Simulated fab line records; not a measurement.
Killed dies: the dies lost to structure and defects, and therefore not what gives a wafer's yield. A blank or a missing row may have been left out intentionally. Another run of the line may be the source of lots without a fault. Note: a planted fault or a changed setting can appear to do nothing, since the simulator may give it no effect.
fab line records | flow nandHarc
record lots=5 | wafers=15 | lastDay=24
route steps=1159 shown P_M0@271 P_M1@285 END@1159
lots that met no fault: from a run of the same line without faults
startH: hours from the record's first day to the start of the lot's first wafer shown | waitH: hours since the lot's step before | " as in the row above | L1.1+2: a row that stands for several wafers | - value missing, or start not given | * or withheld: withheld | < > ~ a bound
route shown NAME@n: NAME is a module with steps in the file, n the number in the route of the first one | usual: mean and standard deviation over wafers with no fault | same: alike in all rows | chamber/n: place in a boat | sites: the reading at each site | _std_site: the standard deviation of these | _edge_site: the outer-site mean with the inner-site mean subtracted | radiusMm: how far each site lies from the wafer's centre | mask NAME#n: copy n | behind: the tool/chamber that last shaped the wafer | hold: the reason the lot was held/the length of the hold in hours/how it ended | device: transistor that didn't switch, given as n, p or np | end of line: tests of these same wafers at the route's end | step lacking rows: just its recipe | killed: count of dies lost to structure and defects at first sort (not the wafer's yield) | map: a wafer's dies, x killed, . not, _ none there
set.NAME: the setting that was run; set.NAME@STEP: the one run at that earlier step | model.NAME: the simulator's own value behind a step, which no gauge read
lots at some steps of the route; a table a step, a row a wafer
services: when a tool's chamber went out of use (startH, in hours from the record's first day, below 0 if earlier), for how many hours, and the reason
## steps
# step NHARC_P_M0_STRIP_19
# recipe timeS=600 | tempC=30 | chemistry=postEtchResidueRemover
# step NHARC_P_M0_DEGAS_28
# recipe tempC=250 | timeS=60
# usual heaterPowerW=317/24
lot.wafer | tool          | chamber | startH | waitH | heaterPowerW
L591.2    | pvdSputter-03 | -       | 124.10 | -     | 351
L591.3    | "             | -       | "      | "     | 354
L591.4    | "             | -       | "      | "     | 316
L599.1    | pvdSputter-02 | -       | 160.75 | -     | 286
L599.2    | "             | -       | "      | "     | 324
L599.5    | "             | -       | "      | "     | 284
L604.1    | pvdSputter-02 | -       | 192.29 | -     | 286
L604.6    | "             | -       | "      | "     | 308
L604.5    | "             | -       | "      | "     | 296
L608.1    | pvdSputter-03 | -       | 221.38 | -     | 308
L608.6    | "             | -       | "      | "     | 307
L608.5    | "             | -       | "      | "     | 309
L613.1    | pvdSputter-03 | -       | 256.26 | -     | 309
L613.2    | "             | -       | "      | "     | 307
L613.5    | "             | -       | "      | "     | 302
# step NHARC_P_M0_PRE_CLEAN_29
# recipe timeS=30 | tempC=280 | gas=H2/He
# usual heaterPowerW=391/30
lot.wafer | tool          | chamber | startH | waitH | heaterPowerW
L591.2    | pvdSputter-03 | -       | -      | -     | 427
L591.4    | "             | -       | "      | "     | 372
L591.3    | "             | -       | "      | "     | 445
L599.2    | pvdSputter-02 | -       | -      | -     | 356
L599.1    | "             | -       | "      | "     | 397
L599.5    | "             | -       | "      | "     | 370
L604.1    | pvdSputter-02 | -       | -      | -     | 401
L604.6    | "             | -       | "      | "     | 376
L604.5    | "             | -       | "      | "     | 349
L608.1    | pvdSputter-03 | -       | -      | -     | 374
L608.6    | "             | -       | "      | "     | 390
L608.5    | "             | -       | "      | "     | 373
L613.2    | pvdSputter-03 | -       | -      | -     | 384
L613.1    | "             | -       | "      | "     | 442
L613.5    | "             | -       | "      | "     | 424
# step NHARC_P_M0_PVD_20
# recipe targetThkA=50 | biasV=168.6 | powerW=15000 | chamberPressurePa=0.12 | timeS=8.06 | substrateTempC=50 | material=TaN
# step NHARC_P_M0_PVD_21
# recipe targetThkA=300 | chamberPressurePa=5 | powerW=5000 | substrateTempC=30 | timeS=20.49 | material=Cu
# usual cathodeDcPowerW=4999.9/0.89 | chamberPressurePa=4.999/0.011 | throttleValvePct=30.0/0.9
lot.wafer | tool          | chamber | startH | waitH | cathodeDcPowerW | chamberPressurePa | throttleValvePct
L591.3    | pvdSputter-03 | -       | -      | -     | 5000.0          | 4.985             | 30.3
L591.2    | "             | -       | "      | "     | 5000.9          | 4.988             | 29.4
L591.4    | "             | -       | "      | "     | 5000.8          | 4.994             | 31.1
L599.1    | pvdSputter-02 | -       | -      | -     | 4999.2          | 5.014             | 30.4
L599.2    | "             | -       | "      | "     | 5000.7          | 4.999             | 28.8
L599.5    | "             | -       | "      | "     | 5000.0          | 5.000             | 30.4
L604.1    | pvdSputter-02 | -       | -      | -     | 5001.1          | 5.008             | 30.2
L604.5    | "             | -       | "      | "     | 4997.9          | 5.005             | 28.9
L604.6    | "             | -       | "      | "     | 5000.3          | 5.026             | 30.6
L608.1    | pvdSputter-03 | -       | -      | -     | 5002.8          | 4.992             | 29.3
L608.5    | "             | -       | "      | "     | 5000.0          | 5.004             | 30.9
L608.6    | "             | -       | "      | "     | 4999.3          | 5.003             | 30.5
L613.1    | pvdSputter-03 | -       | -      | -     | 5000.6          | 4.977             | 29.3
L613.2    | "             | -       | "      | "     | 5001.3          | 5.009             | 30.8
L613.5    | "             | -       | "      | "     | 4999.5          | 4.994             | 29.3
# step NHARC_P_M0_ECD_22
# recipe targetThkA=4000 | bathTempC=25 | material=Cu
# step NHARC_P_M0_ANNEAL_30
# recipe tempC=225 | timeS=90
# usual wafer_temp_C_max=225.89/0.23
lot.wafer | tool         | chamber | startH | waitH | wafer_temp_C_max
L591.2    | rtpAnneal-01 | 0       | 124.90 | -     | 225.68
L591.3    | "            | 0       | "      | "     | 226.14
L591.4    | "            | 0       | "      | "     | 225.84
L599.1    | rtpAnneal-01 | 0       | 161.83 | -     | 225.77
L599.2    | "            | 0       | "      | "     | 226.10
L599.5    | "            | 0       | "      | "     | 225.96
L604.1    | rtpAnneal-01 | 0       | 193.02 | -     | 225.88
L604.5    | "            | 0       | "      | "     | 225.98
L604.6    | "            | 0       | "      | "     | 225.59
L608.1    | rtpAnneal-01 | 0       | 222.11 | -     | 226.13
L608.5    | "            | 0       | "      | "     | 225.95
L608.6    | "            | 0       | "      | "     | 225.83
L613.1    | rtpAnneal-02 | 0       | 256.99 | -     | 225.74
L613.2    | "            | 0       | "      | "     | 225.44
L613.5    | "            | 0       | "      | "     | 225.79
# step NHARC_P_M0_CMP_23
# recipe tOverpolishS=20 | targetThkNm=117.53
# usual motorCurrentA=12.1/1.1 | timeToEndpointS=29/3.3
# same tOverpolishS=20
lot.wafer | tool   | chamber | startH | waitH | motorCurrentA | timeToEndpointS
L591.3    | cmp-01 | 0       | 125.22 | -     | 12.6          | 39
L591.2    | "      | 1       | "      | "     | 13.3          | 28
L591.4    | "      | 2       | "      | "     | 11.3          | 31
L599.2    | cmp-04 | 3       | 162.23 | -     | 10.5          | 30
L599.1    | "      | 0       | "      | "     | 12.0          | 32
L599.5    | "      | 2       | "      | "     | 11.2          | 32
L604.1    | cmp-01 | 0       | 193.39 | -     | 11.8          | 37
L604.6    | "      | 3       | "      | "     | 11.4          | 27
L604.5    | "      | 0       | "      | "     | 12.4          | 35
L608.1    | cmp-04 | 1       | 222.51 | -     | 13.6          | 26
L608.6    | "      | 3       | "      | "     | 11.3          | 28
L608.5    | "      | 0       | "      | "     | 12.7          | 28
L613.2    | cmp-04 | 2       | 257.37 | -     | 11.1          | 33
L613.1    | "      | 3       | "      | "     | 11.0          | 29
L613.5    | "      | 1       | "      | "     | 12.8          | 28
# step NHARC_P_M0_THK_MEAS_24
# recipe thkMeasGauge=xrf
# usual thkNm=117.4/1.6
lot.wafer | tool         | chamber | startH | waitH | thkNm
L591.2    | filmMetro-02 | -       | 125.51 | -     | 117.5
L591.3    | "            | -       | "      | "     | 120.4
L591.4    | "            | -       | "      | "     | 116.0
L599.1    | filmMetro-02 | -       | 162.51 | -     | 118.9
L599.2    | "            | -       | "      | "     | 117.3
L599.5    | "            | -       | "      | "     | 119.8
L604.1    | filmMetro-02 | -       | 193.68 | -     | 119.2
L604.5    | "            | -       | "      | "     | 120.1
L604.6    | "            | -       | "      | "     | 115.3
L608.1    | filmMetro-01 | -       | 222.77 | -     | 116.8
L608.5    | "            | -       | "      | "     | 117.5
L608.6    | "            | -       | "      | "     | 116.9
L613.1    | filmMetro-01 | -       | 257.66 | -     | 116.1
L613.2    | "            | -       | "      | "     | 120.3
L613.5    | "            | -       | "      | "     | 115.5
# step NHARC_P_M0_SRD_25
# step NHARC_P_M0_INSPECT_27
# usual rawDefectCount=276/110
lot.wafer | tool             | chamber | startH | waitH | rawDefectCount
L591.2    | defectInspect-01 | -       | 125.67 | 0.0   | 375
L591.3    | "                | -       | "      | "     | 302
L591.4    | "                | -       | "      | "     | 389
L599.1    | defectInspect-02 | -       | 162.67 | 0.0   | 372
L599.2    | "                | -       | "      | "     | 281
L599.5    | "                | -       | "      | "     | 248
L604.1    | defectInspect-01 | -       | 193.84 | 0.0   | 174
L604.5    | "                | -       | "      | "     | 294
L604.6    | "                | -       | "      | "     | 223
L608.1    | defectInspect-01 | -       | 222.93 | 0.0   | 276
L608.5    | "                | -       | "      | "     | 647
L608.6    | "                | -       | "      | "     | 459
L613.1    | defectInspect-02 | -       | 257.82 | 0.0   | 125
L613.2    | "                | -       | "      | "     | 128
L613.5    | "                | -       | "      | "     | 204
# step NHARC_P_M0_PRE_CLEAN_31
# recipe timeS=12 | tempC=370 | rfPowerW=300 | gas=NH3
# usual heaterPowerW=647/70
lot.wafer | tool     | chamber | startH | waitH | heaterPowerW | sinceWetCleanH
L591.3    | pecvd-04 | 1       | 125.73 | 0.1   | 768          | 99
L591.2    | "        | 2       | "      | "     | 739          | 99
L591.4    | "        | 2       | "      | "     | 737          | -
L599.2    | pecvd-04 | 2       | 162.74 | 0.1   | 724          | 136
L599.1    | "        | 0       | "      | "     | 608          | 136
L599.5    | "        | 1       | "      | "     | 772          | -
L604.1    | pecvd-04 | 0       | 193.97 | 0.1   | 638          | 167
L604.6    | "        | 0       | "      | "     | 635          | -
L604.5    | "        | 2       | "      | "     | 739          | -
L608.1    | pecvd-04 | 2       | 223.00 | 0.1   | 691          | 15
L608.5    | "        | 2       | "      | "     | 695          | -
L608.6    | "        | 0       | "      | "     | 558          | -
L613.2    | pecvd-04 | 2       | 257.90 | 0.1   | 713          | 50
L613.1    | "        | 0       | "      | "     | 563          | 50
L613.5    | "        | 2       | "      | "     | 704          | -
# step NHARC_P_M0_DEP_32
# recipe targetThkA=300 | tempC=370 | targetThkNm=30 | pressureTorr=3 | flowSccm=200 | rfW=450 | material=SiCN
# step NHARC_P_M1_DEP_00
# recipe targetThkA=1825 | targetThkNm=182.5 | tempC=withheld | pressureTorr=5 | flowSccm=200 | rfW=600 | material=SiOC
# step NHARC_P_M1_DEHYDRATE_01
# recipe tempC=150 | timeS=120
# step NHARC_P_M1_HMDS_02
# recipe timeS=30
# step NHARC_P_M1_COAT_34
# recipe tempC=200 | timeS=65
# step NHARC_P_M1_COAT_03
# recipe spinRpm=1500 | resistThkNm=90
# step NHARC_P_M1_SOFTBAKE_04
# recipe tempC=105 | timeS=55
# step NHARC_P_M1_EBR_05
# step NHARC_P_M1_EXPOSE_06
# recipe na=1.35 | targetCdNm=130 | doseMj=81.88 | maskId=P_M1
# step NHARC_P_M1_PEB_07
# recipe pebTempC=100 | pebTimeS=65
# step NHARC_P_M1_DEVELOP_08
# recipe developTimeS=35 | devTempC=23
# step NHARC_P_M1_CD_MEAS_09
# recipe targetCdNm=130 | landingEnergyEv=500
# usual cdNm=129.9/0.72
lot.wafer | tool     | chamber | startH | waitH | cdNm
L591.2    | cdSem-01 | 0       | 127.07 | -     | 130.7
L591.3    | "        | 0       | "      | "     | 131.0
L591.4    | "        | 0       | "      | "     | 130.8
L599.1    | cdSem-03 | 0       | 163.92 | -     | 129.8
L599.2    | "        | 0       | "      | "     | 131.0
L599.5    | "        | 0       | "      | "     | 129.8
L604.1    | cdSem-01 | 0       | 195.46 | -     | 130.6
L604.5    | "        | 0       | "      | "     | 128.8
L604.6    | "        | 0       | "      | "     | 130.2
L608.1    | cdSem-02 | 0       | 224.33 | -     | 129.6
L608.5    | "        | 0       | "      | "     | 129.4
L608.6    | "        | 0       | "      | "     | 129.8
L613.1    | cdSem-02 | 0       | 259.19 | -     | 127.9
L613.2    | "        | 0       | "      | "     | 128.6
L613.5    | "        | 0       | "      | "     | 129.7
# step NHARC_P_M1_OVL_MEAS_10
# recipe pitchNm=260
# usual overlayXNm=0.1/0.91 | overlayYNm=0.0/0.92
lot.wafer | tool       | chamber | startH | waitH | overlayXNm | overlayYNm
L591.2    | overlay-02 | -       | 127.16 | -     | 0.3        | 0.2
L591.3    | "          | -       | "      | "     | 0.9        | 0.8
L591.4    | "          | -       | "      | "     | 0.9        | 0.5
L599.1    | overlay-02 | -       | 164.01 | -     | 0.3        | -0.1
L599.2    | "          | -       | "      | "     | 0.0        | -0.6
L599.5    | "          | -       | "      | "     | -0.2       | -0.1
L604.1    | overlay-01 | -       | 195.55 | -     | -0.7       | -0.2
L604.5    | "          | -       | "      | "     | -0.7       | 0.1
L604.6    | "          | -       | "      | "     | -0.4       | 0.1
L608.1    | overlay-02 | -       | 224.41 | -     | 0.9        | -1.0
L608.5    | "          | -       | "      | "     | 0.9        | -0.2
L608.6    | "          | -       | "      | "     | 0.7        | -0.6
L613.1    | overlay-02 | -       | 259.28 | -     | -0.5       | -0.9
L613.2    | "          | -       | "      | "     | -1.1       | -0.8
L613.5    | "          | -       | "      | "     | -0.7       | -1.0
# step NHARC_P_M1_INSPECT_11
# usual rawDefectCount=3.7/2.4
lot.wafer | tool             | chamber | startH | waitH | rawDefectCount
L591.2    | defectInspect-02 | -       | 127.19 | 0.0   | 4
L591.3    | "                | -       | "      | "     | 4
L591.4    | "                | -       | "      | "     | 1
L599.1    | defectInspect-01 | -       | 164.05 | 0.0   | 3
L599.2    | "                | -       | "      | "     | 0
L599.5    | "                | -       | "      | "     | 2
L604.1    | defectInspect-01 | -       | 195.59 | 0.0   | 6
L604.5    | "                | -       | "      | "     | 2
L604.6    | "                | -       | "      | "     | 1
L608.1    | defectInspect-01 | -       | 224.45 | 0.0   | 2
L608.5    | "                | -       | "      | "     | 1
L608.6    | "                | -       | "      | "     | 2
L613.1    | defectInspect-02 | -       | 259.31 | 0.0   | 1
L613.2    | "                | -       | "      | "     | 338
L613.5    | "                | -       | "      | "     | 368
# step NHARC_P_M1_DESCUM_14
# recipe timeS=3 | o2FlowSccm=200 | arFlowSccm=0 | biasPowerW=0 | chemistry=O2
# step NHARC_END_SORT_01
# recipe tempC=25
# usual defectLimitedYield=96.0/1.3 | killedAtArray=24/8.4 | killedAtOther=0.7/1.1 | killedAtPeriphery=2.9/1.7 | killedDies=27/8.6 | killedOpen=3.3/1.8 | killedShort=1.8/1.4 | sort_bin_2_pct=1.3/0.56 | sort_bin_3_pct=0.19/0.18 | sort_bin_4_pct=2.6/0.84 | sortNPass=650/8.6 | sortRimYieldPct=96.1/2.3 | sortYieldPct=96.0/1.3
# same grossDies=677 | sort_bin_5_pct[%]=0 | sort_bin_6_pct[%]=0 | sort_bin_7_pct[%]=0 | sort_bin_8_pct[%]=0 | sortRimNGross=106.00
lot.wafer | tool      | chamber | startH | waitH | defectLimitedYield[%] | killedAtArray | killedAtOther | killedAtPeriphery | killedDies | killedOpen | killedShort | sort_bin_2_pct[%] | sort_bin_3_pct[%] | sort_bin_4_pct[%] | sortNPass | sortRimYieldPct[%] | sortYieldPct[%]
L604.1    | prober-01 | 0       | 507.94 | 2.5   | 94.2                  | 31            | 3             | 5                 | 39         | 4          | 1           | 0.9               | 0.15              | 4.7               | 638       | 98.1               | 94.2
L604.5    | prober-01 | 0       | 511.10 | 3.7   | 93.4                  | 36            | 4             | 5                 | 45         | 6          | 3           | 1.8               | 0.59              | 4.3               | 632       | 95.3               | 93.4
L604.6    | prober-01 | 0       | 511.89 | 3.9   | 96.2                  | 24            | 2             | 0                 | 26         | 2          | 2           | 0.7               | 0                 | 3.1               | 651       | 97.2               | 96.2
L608.1    | prober-02 | 0       | 557.18 | 2.5   | 96.0                  | 25            | 1             | 1                 | 27         | 0          | 1           | 1.5               | 0                 | 2.5               | 650       | 99.1               | 96.0
L608.5    | prober-02 | 0       | 560.38 | 3.7   | 95.4                  | 27            | 2             | 2                 | 31         | 6          | 0           | 1.0               | 0.15              | 3.4               | 646       | 97.2               | 95.4
L613.1    | prober-01 | 0       | 575.06 | 2.5   | 97.0                  | 15            | 0             | 5                 | 20         | 3          | 0           | 0.7               | 0.30              | 1.9               | 657       | 98.1               | 97.0
L613.2    | prober-01 | 0       | 575.85 | 2.8   | 88.0                  | 9             | 0             | 72                | 81         | 2          | 1           | 5.6               | 2.36              | 4.0               | 596       | 87.7               | 88.0
L613.5    | prober-01 | 0       | 578.23 | 3.7   | 86.7                  | 17            | 1             | 72                | 90         | 6          | 2           | 5.2               | 3.55              | 4.6               | 587       | 89.6               | 86.7
# killed by level:class
L604.1 A_CHANNEL_HOLE_D1:chamberFilmFlake=16 A_CHANNEL_FILL_D1:chamberFilmFlake=5 A_CONTACT:chamberFilmFlake=5 P_GATE:chamberFilmFlake=3 THIN_TSV:chamberFilmFlake=3 P_M0:geometricParticle:open=1 A_SOURCE_PLATE:geometricParticle:short=1 A_ONON_D1:geometricParticle:open=1
L604.5 A_CHANNEL_HOLE_D1:chamberFilmFlake=19 A_CONTACT:chamberFilmFlake=7 THIN_TSV:chamberFilmFlake=4 A_WL_FILL:chamberFilmFlake=3 P_GATE:geometricParticle:open=2 A_M0:geometricParticle:short=2 P_M0:geometricParticle:open=1 P_M1:geometricParticle:open=1
L604.6 A_CHANNEL_HOLE_D1:chamberFilmFlake=14 A_CONTACT:chamberFilmFlake=4 THIN_TSV:chamberFilmFlake=2 A_ONON_D1:geometricParticle:open=1 A_SGD_CUT:geometricParticle:open=1 A_WL_FILL:geometricParticle:short=1 A_CONTACT:geometricParticle:short=1 A_ZERO_WELL:chamberFilmFlake=1
L608.1 A_CHANNEL_HOLE_D1:chamberFilmFlake=16 A_STAIRCASE:chamberFilmFlake=3 A_CONTACT:chamberFilmFlake=3 A_WL_FILL:geometricParticle:short=1 P_ZERO_WELL:chamberFilmFlake=1 A_ZERO_WELL:chamberFilmFlake=1 A_SLIT:chamberFilmFlake=1 THIN_TSV:chamberFilmFlake=1
L608.5 A_CHANNEL_HOLE_D1:chamberFilmFlake=13 A_ONON_D1:geometricParticle:open=3 A_CONTACT:chamberFilmFlake=3 A_STAIRCASE:chamberFilmFlake=2 A_WL_FILL:chamberFilmFlake=2 THIN_TSV:chamberFilmFlake=2 P_GATE:geometricParticle:open=1 P_M0:geometricParticle:open=1
L613.1 A_CHANNEL_HOLE_D1:chamberFilmFlake=8 A_STAIRCASE:chamberFilmFlake=2 P_CONTACT:geometricParticle:open=1 P_M2:geometricParticle:open=1 A_BLC:geometricParticle:open=1 P_ZERO_WELL:chamberFilmFlake=1 P_M2:chamberFilmFlake=1 P_BONDPAD:chamberFilmFlake=1
L613.2 P_M0:unspecified=67 P_M2:chamberFilmFlake=4 A_CHANNEL_HOLE_D1:chamberFilmFlake=4 A_CONTACT:chamberFilmFlake=2 P_CONTACT:geometricParticle:open=1 A_CONTACT:geometricParticle:short=1 A_M0:geometricParticle:open=1 A_WL_FILL:chamberFilmFlake=1
L613.5 P_M0:unspecified=70 A_CHANNEL_HOLE_D1:chamberFilmFlake=7 A_CONTACT:geometricParticle:open=2 A_CONTACT:chamberFilmFlake=2 P_STI:geometricParticle:short=1 P_GATE:geometricParticle:open=1 A_CHANNEL_HOLE_D1:geometricParticle:open=1 A_CHANNEL_FILL_D1:geometricParticle:open=1
# map L613.5 (x killed, . not)
____________.____________
_________...x..._________
_______..........x_______
______..........xxx______
_____............xxx_____
____............xxxxx____
____...........xxxxxx____
___...........xxxxxxx.___
___...........xxxxxxxx___
__............xxxxxxxx.__
__.............xxxxxxx.__
_..............xxxxxx..._
_..............xxxxxx..._
_..............x.xx.xx.._
_.............x.....x..._
_................xx....._
...................x.....
.........................
.x..x....................
..........x..............
.........................
_......x................_
_......................._
_....x.........x........_
_....x.........x........_
_......................._
__.......x.............__
__..........x..........__
___.....x.....xxx.x...___
___............x..x...___
____.................____
____.............x...____
_____..............._____
______.............______
_______..........x_______
_________......._________
____________.____________
# map L608.6 (x killed, . not)
____________.____________
_________......._________
_______......x...._______
______.............______
_____..............._____
____................x____
____..............xxx____
___...............xx..___
___...............xxxx___
__.................xxx.__
__.................xxxx__
_...................x..._
_...................xxx._
_.............x.....x..._
_............x....x..x.._
_.x....x................_
.........................
............x....x.......
...............x.........
..................x......
............x............
_.......x..............._
_......................._
_x.................x...._
_......................._
_...x..................._
__.....................__
__.....................__
___...................___
___...................___
____.................____
____.................____
_____..........x...._____
______.............______
_______..........._______
_________......._________
____________.____________
## services
tool          | chamber | startH | hours | kind
pvdSputter-03 | -       | 102.02 | 10.0  | pm
cmp-01        | -       | 104.81 | 0.3   | repair
cmp-04        | -       | 105.01 | 4.0   | pm
cmp-04        | -       | 109.01 | -     | consumableReplace:conditioner
cmp-04        | -       | 109.01 | -     | consumableReplace:pad
pvdSputter-03 | -       | 136.77 | 1.8   | repair
cmp-01        | -       | 171.65 | 0.4   | repair
cmp-01        | -       | 180.13 | 4.0   | pm
pecvd-04      | -       | 195.32 | 13.0  | pm
pecvd-04      | 0       | 195.32 | 13.0  | ventCycle
pecvd-04      | 1       | 195.32 | 13.0  | ventCycle
pecvd-04      | 2       | 195.32 | 13.0  | ventCycle
cmp-04        | -       | 198.58 | 2.2   | repair
pvdSputter-03 | -       | 201.02 | 6.9   | repair
cmp-04        | -       | 202.03 | 1.2   | repair
pvdSputter-02 | -       | 206.51 | 0.8   | repair
cmp-04        | -       | 207.20 | -     | consumableReplace:conditioner
pecvd-04      | 0       | 208.32 | -     | clean
pecvd-04      | 1       | 208.32 | -     | clean
pecvd-04      | 2       | 208.32 | -     | clean
pvdSputter-02 | -       | 214.01 | 10.0  | pm
cmp-04        | -       | 225.27 | 1.4   | repair
pecvd-04      | -       | 229.70 | 0.8   | repair
pecvd-04      | -       | 240.67 | 0.9   | repair
## key
firstSign step=NHARC_P_M1_INSPECT_11 | reading=rawDefectCount | direction=up | sigmas=99+ | usual=3.7 | struck=353
effect step=NHARC_END_SORT_01 | reading=killedAtPeriphery | direction=up | sigmas=40 | usual=2.9 | struck=72
moreKillsBornAt NHARC_P_M0_PRE_CLEAN_31@pecvd-04=137
metAt NHARC_P_M0_PRE_CLEAN_31
struckWafers L613.2,L613.5
onsetBetween 223.00 257.90
fault kind=chamberParticleSource | tool=pecvd-04 | chamber=2 | onsetH=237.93 | steps=NHARC_P_M0_PRE_CLEAN_31 | ratePerVisitCm2=0.50329 | endH=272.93
